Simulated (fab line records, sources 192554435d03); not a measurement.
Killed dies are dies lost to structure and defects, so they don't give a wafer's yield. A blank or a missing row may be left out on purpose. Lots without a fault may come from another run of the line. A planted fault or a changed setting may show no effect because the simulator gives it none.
A struck lot beside a sound one | flow n5_finfet | 39 steps out of a route of 1938
Sound: wafers L279.3, L279.5, L279.6. Struck: wafer L268.1. (L268.3, L268.5 of the same lot were not struck and are left out.) The cause comes at the end.
At each step with rows: each side's tool, then ch and its chambers, then its first start. Under that, the readings that differ: sound wafers | struck wafers | difference of the means | sigmas: that difference in standard deviations of wafers without a fault.
alike: readings whose means differ by less than 2 such deviations, and words and numbers that are the same on both sides. not compared: withheld readings, readings that some wafer has no value for, bounds like >300 that may hide the same value, and numbers for which the record gives no deviation and whose values overlap.
The two part at a step that has a row with sigmas, a row that says differs or no value, or rows on one side only. Numbers that don't overlap but have no deviation are shown without sigmas and don't part them. A reading that every wafer of one side lacks parts them only if that side has two wafers or more.

first, 10 steps without rows for these wafers: N5_FIN_SAQP_DESCUM_21 (chemistry O2, time 7.9 s); N5_FIN_SAQP_ETCH_51 (etches SiARC in CF4, target depth 45.5 nm, time 75.8 s); N5_FIN_SAQP_ETCH_52 (etches SOC in N2/H2, target depth 100 nm, overetch 20 nm, time 150 s); N5_FIN_SAQP_STRIP_53 (strips in N2/H2); N5_FIN_SAQP_HM_OPEN_73 (chemistry CHF3/O2, target SiO2, stops on a-Si, target depth 12 nm, time 16.8 s); N5_FIN_SAQP_STRIP_74 (strips in CHF3/O2); N5_FIN_SAQP_MANDREL_ETCH_22 (etches a-Si in HBr/Cl2, stops on SiNx, target depth 60 nm, bt time 10 s, time 30 s); N5_FIN_SAQP_STRIP_55 (strips in N2/H2); N5_FIN_SAQP_STRIP_23 (strips in SPM, time 750 s); N5_FIN_SAQP_SRD_66 (time 30 s).
N5_FIN_SAQP_RECESS_75: chemistry HF/NH3, target SiO2, target depth 14.4 nm, afs cycles 3, sublimation time 60 s.
  sound on vapor_etch-02 ch 0,1, day 7 10:19; struck on vapor_etch-01 ch 0, day 4 18:06
  reading                     | sound       | struck | difference | sigmas
  drypump_motor_current_A (A) | 5.0 5.7 5.0 | 6.4    | +1.2       | +2
then, 23 steps without rows for these wafers: N5_FIN_SAQP_SPACER1_ALD_24 (deposits SiO2, target thk 20.3 nm, pulse time 1 s, purge time 2 s); N5_FIN_SAQP_SPACER1_ETCHBACK_25 (etches SiO2 in CHF3/O2, target depth 24.4 nm, time 12.2 s); N5_FIN_SAQP_MANDREL1_REMOVE_56 (chemistry HBr/Cl2/O2, target a-Si, stops on SiNx, bt time 10 s); N5_FIN_SAQP_ETCH_57 (etches SiNx in CH3F/O2, target depth 32.5 nm, time 46.4 s); N5_FIN_SAQP_ETCH_65 (etches SiO2 in CF4, target depth 4 nm, time 4.4 s); N5_FIN_SAQP_MANDREL_ETCH_58 (etches a-Si in HBr/Cl2, stops on SiNx, target depth 45 nm, bt time 10 s, time 27 s); N5_FIN_SAQP_RECESS_63 (chemistry HF/NH3, target SiO2, target depth 18 nm, afs cycles 3, sublimation time 60 s); N5_FIN_SAQP_COAT_68 (time 60 s, resist thk 100 nm); N5_FIN_SAQP_ETCH_69 (etches SOC in N2/H2, stops on SiNx, target depth 150 nm); N5_FIN_SAQP_ETCH_67 (etches SiNx in CH3F/O2, target depth 30 nm); N5_FIN_SAQP_STRIP_70 (strips in N2/H2); N5_FIN_SAQP_RECESS_71 (chemistry HF/NH3, target SiO2, target depth 3 nm, afs cycles 1, sublimation time 60 s); N5_FIN_SAQP_SPACER2_ALD_28 (deposits SiO2, target thk 8.1 nm, pulse time 1 s, purge time 2 s); N5_FIN_SAQP_SPACER2_ETCHBACK_29 (etches SiO2 in CHF3/O2, target depth 12.2 nm, time 6.1 s); N5_FIN_SAQP_MANDREL2_REMOVE_60 (chemistry HBr/Cl2/O2, target a-Si, stops on SiNx, bt time 10 s); N5_FIN_SAQP_HM_OPEN_33 (chemistry CH3F/O2, target SiNx, target depth 49.4 nm, time 70.6 s); N5_FIN_SAQP_ETCH_34 (etches SiO2 in C4F6/O2, target depth 45 nm, time 15 s); N5_FIN_SAQP_STRIP_77 (strips in N2/H2, time 90 s); N5_FIN_SAQP_ETCH_64 (etches SiO2 in CF4, target depth 1.5 nm); N5_FIN_SAQP_FIN_ETCH_36 (etches the open film in HBr/Cl2/O2, target depth 120 nm, time 50.4 s); N5_FIN_SAQP_PRECLEAN_38 (cleans in O3/DIW, time 45 s); N5_FIN_SAQP_PRECLEAN_45 (cleans in dHF, time 10 s); N5_FIN_SAQP_SRD_39 (time 30 s).
N5_FIN_SAQP_INSPECT_40: inspects for defects (brightfield).
  sound on defect_inspect-02, day 7 14:06; struck on defect_inspect-02, day 5 03:22
  reading          | sound       | struck | difference | sigmas
  raw_defect_count | 176 144 158 | 830    | +671       | +8
N5_FIN_CUT_INSPECT_10: inspects for defects (brightfield).
  sound on defect_inspect-01, day 7 14:29; struck on defect_inspect-01, day 5 03:52
  reading          | sound    | struck | difference | sigmas
  raw_defect_count | 38 29 31 | 689    | +656       | +47
N5_FIN_CUT_INSPECT_17: inspects for defects (brightfield).
  sound on defect_inspect-02, day 7 15:26; struck on defect_inspect-02, day 5 04:49
  reading          | sound       | struck | difference | sigmas
  raw_defect_count | 182 144 163 | 842    | +679       | +8
-- the record jumps here: 5 days lie between the struck wafers' starts before and after (it left off in module FIN_CUT and takes up again in module BEOL_M4, whose first step shown is number 1111 of the route) --
N5_BEOL_M4_RC_MEAS_101:
  sound on prober-02 ch 0, day 13 07:31; struck on prober-01 ch 0, day 10 15:46
  alike: DIBL_N, DIBL_P, IOFF_N, IOFF_P, ION_N, ION_P, SS_N, SS_P, VT_N, VT_P
-- the record jumps here: 4 days lie between the struck wafers' starts before and after (it left off in module BEOL_M4 and takes up again in module PASSIVATION, whose first step shown is number 1936 of the route) --
N5_PASSIVATION_PROBE_49:
  the record has rows for the struck wafers here (prober-02, day 14 17:51) and none for the sound ones

WHERE THEY PART
First at N5_FIN_SAQP_RECESS_75; last, within this record, at N5_PASSIVATION_PROBE_49.

WHY: what the simulator had put in
Chamber particle source: vapor_etch-01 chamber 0, from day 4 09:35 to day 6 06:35, at N5_FIN_SAQP_RECESS_75. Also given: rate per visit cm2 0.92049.
